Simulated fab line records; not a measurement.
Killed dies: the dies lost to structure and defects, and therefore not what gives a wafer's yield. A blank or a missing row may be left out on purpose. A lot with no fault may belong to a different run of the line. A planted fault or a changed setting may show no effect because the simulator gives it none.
One fault through the eyes of 3 desks || flow n5 finfet || what lay behind the numbers comes last; until then each desk has only its own

## METROLOGY DESK
What the gauges read, lot by lot, whatever tool the lot ran on: means of the sampled wafers that have a number. Marked OUT: a lot whose mean sits more than 4 standard deviations from the usual mean, which makes it out of limits; the brackets give that distance. Readings shown: 7 of its 11, picked as those furthest out on some lot.
Columns: A = cd nm at N5_FIN_CUT_CD_MEAS_08, usual 29.15 nm; B = DIBL_P at N5_BEOL_M4_RC_MEAS_101, usual 36.1 mV/V; C = IOFF_P at N5_BEOL_M4_RC_MEAS_101, usual 0.21 nA/um; D = SS_N at N5_BEOL_M4_RC_MEAS_101, usual 71.6 mV/dec; E = SS_P at N5_BEOL_M4_RC_MEAS_101, usual 73.3 mV/dec; F = VT_N at N5_BEOL_M4_RC_MEAS_101, usual 249 mV; G = VT_P at N5_BEOL_M4_RC_MEAS_101, usual -251 mV
{"lot": "L234", "first seen here": "day 2 02:17", "A": 29.35, "B": 33.4, "C": 0.17, "D": 70.8, "E": 72.5, "F": 249, "G": -254}
{"lot": "L241", "first seen here": "day 4 00:58", "A": 28.81, "B": 37.5, "C": 0.22, "D": 72.0, "E": 74.2, "F": 252, "G": -251}
{"lot": "L242", "first seen here": "day 4 05:50", "A": 28.92, "B": 35.5, "C": 0.21, "D": 71.1, "E": 73.0, "F": 251, "G": -249}
{"lot": "L243", "first seen here": "day 4 12:39", "A": 29.00, "B": 36.5, "C": 0.22, "D": 71.3, "E": 73.2, "F": 250, "G": -249}
{"lot": "L248", "first seen here": "day 5 15:48", "A": 29.37, "B": 37.4, "C": 0.22, "D": 72.0, "E": 73.6, "F": 245, "G": -250}
{"lot": "L250", "first seen here": "day 6 02:58", "A": 29.40, "B": 37.1, "C": 0.21, "D": 72.0, "E": 73.5, "F": 249, "G": -254}
{"lot": "L254", "first seen here": "day 7 04:42", "A": 28.84, "B": 37.9, "C": 0.24, "D": 71.2, "E": 74.3, "F": 251, "G": -249}
{"lot": "L255", "first seen here": "day 7 09:53", "A": 29.23, "B": 38.4, "C": 0.23, "D": 71.8, "E": 73.8, "F": 247, "G": -249}
{"lot": "L256", "first seen here": "day 7 17:37", "A": 29.04, "B": 33.8, "C": 0.16, "D": 70.6, "E": 72.3, "F": 253, "G": -256}
{"lot": "L257", "first seen here": "day 7 23:07", "A": 28.79, "B": 37.1, "C": 0.22, "D": 70.9, "E": 73.8, "F": 251, "G": -250}
Finding of this desk: none of the 10 lots has anything out of limits.

## THE DEFECT DESK
For each lot, the counts of the inspections along the route, averaged over the sampled wafers that have a number. Marked OUT: a lot whose mean sits more than 4 standard deviations from the usual mean, which makes it out of limits; the brackets give that distance.
Columns: A = raw defect count at N5_FIN_CUT_INSPECT_17, usual 231
{"lot": "L234", "first seen here": "day 2 03:26", "A": 247}
{"lot": "L241", "first seen here": "day 4 02:00", "A": 238}
{"lot": "L242", "first seen here": "day 4 07:04", "A": "1102 (+14) OUT"}
{"lot": "L243", "first seen here": "day 4 13:52", "A": "1146 (+15) OUT"}
{"lot": "L248", "first seen here": "day 5 16:50", "A": 136}
{"lot": "L250", "first seen here": "day 6 04:08", "A": 215}
{"lot": "L254", "first seen here": "day 7 05:44", "A": 298}
{"lot": "L255", "first seen here": "day 7 11:00", "A": 174}
{"lot": "L256", "first seen here": "day 7 19:37", "A": 198}
{"lot": "L257", "first seen here": "day 8 00:43", "A": 295}
This desk's verdict: out of limits on L242, L243, starting with L242 at day 4 07:04 (raw defect count at N5_FIN_CUT_INSPECT_17). Within limits: L234, L241, L248, L250, L254, L255, L256, L257.

## TOOL OWNER'S DESK, rie diel-03
The tool's own readings at N5_FIN_CUT_CUT_ETCH_26 (etches SiNx in CH3F/O2, target depth 39 nm, time 55.7 s): means of the sampled wafers that have a number, for each lot that ran on this tool. Marked OUT: a lot whose mean sits more than 4 standard deviations from the usual mean, which makes it out of limits; the brackets give that distance. Readings shown: 7 of its 8, picked as those furthest out on some lot.
Columns: A = O2_flow_sccm at N5_FIN_CUT_CUT_ETCH_26, usual 19.99 sccm; B = drypump motor current A at N5_FIN_CUT_CUT_ETCH_26, usual 5.6 A; C = mfc ar sccm at N5_FIN_CUT_CUT_ETCH_26, usual 150.1 sccm; D = oes_f_703_au at N5_FIN_CUT_CUT_ETCH_26, usual 0.80 a.u.; E = oes product au at N5_FIN_CUT_CUT_ETCH_26, usual 0.81 a.u.; F = showerhead plenum p Torr at N5_FIN_CUT_CUT_ETCH_26, usual 2.06 Torr; G = throttle valve pct at N5_FIN_CUT_CUT_ETCH_26, usual 16.29 %
{"lot": "L241", "first seen here": "day 4 01:31", "A": 20.00, "B": 5.5, "C": 150.2, "D": 0.79, "E": 0.81, "F": 2.06, "G": 16.30}
{"lot": "L242", "first seen here": "day 4 06:36", "A": 20.00, "B": 5.4, "C": 150.1, "D": 0.81, "E": 0.83, "F": 2.08, "G": 16.26}
{"lot": "L243", "first seen here": "day 4 13:19", "A": 20.05, "B": 5.8, "C": 149.9, "D": 0.83, "E": 0.84, "F": 2.07, "G": 16.26}
{"lot": "L255", "first seen here": "day 7 10:31", "A": 19.96, "B": 5.2, "C": 149.8, "D": 0.74, "E": 0.76, "F": 2.05, "G": 16.44}
{"lot": "L256", "first seen here": "day 7 18:10", "A": 19.95, "B": 5.6, "C": 150.3, "D": 0.81, "E": 0.82, "F": 2.02, "G": 16.38}
Finding of this desk: none of the 5 lots has anything out of limits.

## BROUGHT TOGETHER
The defect desk could have raised an alarm at day 4 07:04, on L242, L243.
The metrology desk saw nothing out of limits.
The tool owner's desk saw nothing out of limits.
The metrology desk has L242, L243 on record, within its limits.
Tool owner's desk: L242, L243 on record, inside its limits.
On rie diel-03, each named lot ran N5_FIN_CUT_CUT_ETCH_26.

## WHAT THE SIMULATOR PUT IN
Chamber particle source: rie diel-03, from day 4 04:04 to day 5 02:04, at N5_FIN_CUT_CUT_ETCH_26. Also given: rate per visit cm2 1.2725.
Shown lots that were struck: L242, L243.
Hours from the fault's start to each desk's first reading out of limits: the defect desk, 3.
